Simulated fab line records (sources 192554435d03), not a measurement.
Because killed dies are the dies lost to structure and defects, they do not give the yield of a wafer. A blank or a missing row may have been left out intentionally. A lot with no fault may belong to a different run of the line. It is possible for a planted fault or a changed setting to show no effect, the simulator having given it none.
Matching of chambers + flow n5_finfet + uv_cure-02 running N5_BEOL_M5_CURE_80: 3 sister chambers
The step cures SiCOH lowk, time 120 s. 16 wafers are shown with their chamber, then 8 later ones without.

WAFERS, EACH WITH ITS CHAMBER
| wafer  | chamber | wafer_temp_C_max | lamp_power_pct (%) |
|--------|---------|------------------|--------------------|
| L074.3 | 2       | 372.1            | 52.23              |
| L074.4 | 2       | 372.5            | 52.28              |
| L074.5 | 2       | 371.7            | 52.28              |
| L078.3 | 1       | 371.2            | 52.46              |
| L078.4 | 1       | 371.2            | 52.33              |
| L078.5 | 1       | 370.8            | 52.30              |
| L084.2 | 1       | 371.0            | 52.35              |
| L084.3 | 1       | 370.3            | 52.22              |
| L084.6 | 1       | 371.1            | 52.33              |
| L086.1 | 1       | 371.5            | 52.30              |
| L086.2 | 1       | 371.2            | 52.31              |
| L086.3 | 1       | 371.0            | 52.43              |
| L086.4 | 1       | 370.9            | 52.29              |
| L086.5 | 1       | 371.1            | 52.32              |
| L086.6 | 1       | 370.8            | 52.29              |
| L091.1 | 0       | 372.6            | 52.28              |

SIGNATURES (means of the wafers above)
| reading          | chamber 0 | chamber 1 | chamber 2 | scatter within a chamber |
|------------------|-----------|-----------|-----------|--------------------------|
| wafer_temp_C_max | 372.600   | 371.008   | 372.100   | 0.315                    |
| lamp_power_pct   | 52.2800   | 52.3275   | 52.2633   | 0.0598                   |
Rule: a wafer's distance from a chamber is the root of the sum, over the readings, of the square of ((its reading less the chamber's mean) divided by the reading's scatter). If the next closest chamber is less than 2 further off than the closest, the wafer can't be placed; otherwise it belongs to the closest. The scatter is the square root of a quotient: the sum, over the shown wafers, of each reading's squared deviation from its chamber's mean, divided by wafers minus chambers.

WAFERS WHOSE CHAMBER IS MISSING
| wafer  | wafer_temp_C_max | lamp_power_pct (%) |
|--------|------------------|--------------------|
| L091.3 | 371.5            | 52.28              |
| L091.6 | 372.7            | 52.26              |
| L093.1 | 372.6            | 52.27              |
| L093.3 | 372.4            | 52.25              |
| L093.5 | 373.2            | 52.33              |
| L093.2 | 371.9            | 52.38              |
| L093.4 | 372.2            | 52.33              |
| L093.6 | 372.4            | 52.22              |

THE CHAMBER EACH PASSED THROUGH
| wafer  | from the rows above          | in truth |
|--------|------------------------------|----------|
| L091.3 | can't be placed: 1 or 2 or 0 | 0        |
| L091.6 | can't be placed: 0 or 2      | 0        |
| L093.1 | can't be placed: 0 or 2      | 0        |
| L093.3 | can't be placed: 0 or 2      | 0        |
| L093.5 | can't be placed: 0 or 2      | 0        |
| L093.2 | can't be placed: 2 or 0 or 1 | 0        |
| L093.4 | can't be placed: 2 or 0      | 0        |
| L093.6 | can't be placed: 0 or 2      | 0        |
Placed correctly: 0 of 8. Not placeable from these rows: 8 (in 8, the candidates include the true chamber). Placed wrongly: 0.
